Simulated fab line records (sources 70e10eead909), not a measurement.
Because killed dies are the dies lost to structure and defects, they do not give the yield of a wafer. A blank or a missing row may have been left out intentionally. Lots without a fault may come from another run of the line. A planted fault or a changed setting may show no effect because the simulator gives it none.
A struck lot beside a sound one | flow nand-harc | 21 out of 1302 route steps
Sound: wafers L855.3, L855.4, L855.5. The struck wafers were L857.3, L857.4, L857.6. Last of all comes the cause.
For every step that has rows: the tool of each side, followed by ch and its chambers, followed by its first start. Under that, the readings that differ: sound wafers | struck wafers | difference of the means | sigmas: that difference in standard deviations of wafers without a fault.
alike: readings whose means differ by less than 2 such deviations, and words and numbers that are the same on both sides. not compared: withheld readings, readings that some wafer has no value for, bounds like >300 that may hide the same value, and numbers for which the record gives no deviation and whose values overlap.
The two part at a step that has a row with sigmas, a row that says differs or no value, or rows on one side only. Numbers that have no deviation but don't overlap get no sigmas and don't part them. Lack of a reading on every wafer of one side parts them only where that side has two or more wafers.

NHARC_A_BLC_CMP_25: polishes, t overpolish 30 s, target thk 150 nm.
  sound on cmp-01 ch 1,2,3, day 26 21:49; struck on cmp-01 ch 0,1, day 27 17:17
  alike: motor-current-A, overpolish-run-s, time-to-endpoint-s
  not compared: pad-life-wafers
next, for these wafers, 1 step has no rows: NHARC_A_BLC_SRD_27.
NHARC_A_BLC_INSPECT_28:
  sound on defect-inspect-01 at day 26 22:10; struck on defect-inspect-02 at day 27 17:41
  alike: raw-defect-count
then, 8 steps without rows for these wafers: NHARC_A_M0_DEP_00 (deposits SiOC, target thk 150 nm); NHARC_A_M0_DEHYDRATE_01 (time 120 s); NHARC_A_M0_HMDS_02 (time 30 s); NHARC_A_M0_COAT_33 (time 65 s); NHARC_A_M0_COAT_03 (resist thk 90 nm); NHARC_A_M0_SOFTBAKE_04 (time 55 s); NHARC_A_M0_EBR_05; NHARC_A_M0_EXPOSE_06 (exposes mask A M0, target cd 80 nm).
NHARC_A_M0_PEB_07: peb time 65 s.
  sound on litho-track-04 ch 0, day 26 23:01; struck on litho-track-04 ch 0, day 27 18:23
  alike: heater-power-total-W
then, 1 step without rows for these wafers: NHARC_A_M0_DEVELOP_08 (develop time 35 s).
NHARC_A_M0_CD_MEAS_09: target cd 80 nm.
  sound on cd-sem-01 ch 0, day 26 23:05; struck on cd-sem-03 ch 0, day 27 18:28
  reading    | sound          | struck         | difference | sigmas
  cd-nm (nm) | 79.7 80.2 79.2 | 94.0 93.0 93.7 | +13.9      | +23
NHARC_A_M0_OVL_MEAS_10: pitch 160 nm.
  sound on overlay-02 at day 26 23:11; struck on overlay-01 at day 27 18:34
  reading           | sound          | struck      | difference | sigmas
  overlay-y-nm (nm) | -2.0 -2.2 -1.9 | 0.6 0.2 1.0 | +2.6       | +3
  alike: overlay-x-nm
NHARC_A_M0_INSPECT_11:
  sound on defect-inspect-02 at day 26 23:13; struck on defect-inspect-01 at day 27 18:35
  reading          | sound    | struck      | difference | sigmas
  raw-defect-count | 26 28 29 | 119 134 164 | +111       | +3
NHARC_A_M0_DESCUM_14: chemistry O2, time 3 s.
  sound on rie-diel-11 ch 0,2,3, day 26 23:16; struck on rie-diel-10 ch 2,3, day 27 18:40
  reading               | sound             | struck            | difference | sigmas
  model.A_M0.cd-nm (nm) | 79.87 80.03 80.16 | 93.98 93.35 93.85 | +13.71     |
  alike: drypump-motor-current-A, o2-flow-sccm, oes-product-au, rf-vpp-V, showerhead-plenum-p-Torr, throttle-valve-pct
  not compared: rf-hours-counter-h
NHARC_A_M0_ETCH_34: etches the open film in N2/H2, target depth 40 nm, overetch 12 nm, time 43.94 s.
  sound on rie-diel-11 ch 0,1,3, day 26 23:22; struck on rie-diel-10 ch 2,3, day 27 18:44
  alike: drypump-motor-current-A, n2-flow-sccm, oes-product-au, rf-fwd-power-W, rf-vpp-V, showerhead-plenum-p-Torr, throttle-valve-pct
  not compared: rf-hours-counter-h
NHARC_A_M0_ETCH_15: etches the open film in C4F8/Ar, target depth 150 nm, overetch 15 nm, time 82.5 s.
  sound on rie-diel-11 ch 0,2,3; struck on rie-diel-10 ch 1,2,3
  reading               | sound             | struck            | difference | sigmas
  model.A_M0.cd-nm (nm) | 79.51 80.14 80.05 | 93.99 93.28 93.74 | +13.77     |
  alike: oes-product-au, rf-fwd-power-W, rf-vpp-V
  not compared: rf-hours-counter-h
NHARC_A_M0_CD_MEAS_16:
  sound on cd-sem-01 at day 26 23:35; struck on cd-sem-01 at day 27 18:58
  reading    | sound          | struck         | difference | sigmas
  cd-nm (nm) | 79.2 80.0 80.3 | 93.4 93.5 93.9 | +13.8      | +17
NHARC_END_SORT_01:
  sound on prober-01 ch 0, day 28 14:27; struck on prober-01 ch 0, day 29 11:03
  reading                  | sound    | struck   | difference | sigmas
  defect-limited-yield (%) | 95 95 95 | 88 87 85 | -8         | -2
  killed-at-array          | 30 26 27 | 80 83 96 | +59        | +2
  killed-dies              | 37 32 34 | 84 86 99 | +55        | +2
  alike: killed-at-other, killed-at-periphery, killed-open, killed-short

WHERE THEY PART
Last at NHARC_END_SORT_01 as far as this record goes, first at NHARC_A_M0_CD_MEAS_09.

WHY: what had been put in by the simulator
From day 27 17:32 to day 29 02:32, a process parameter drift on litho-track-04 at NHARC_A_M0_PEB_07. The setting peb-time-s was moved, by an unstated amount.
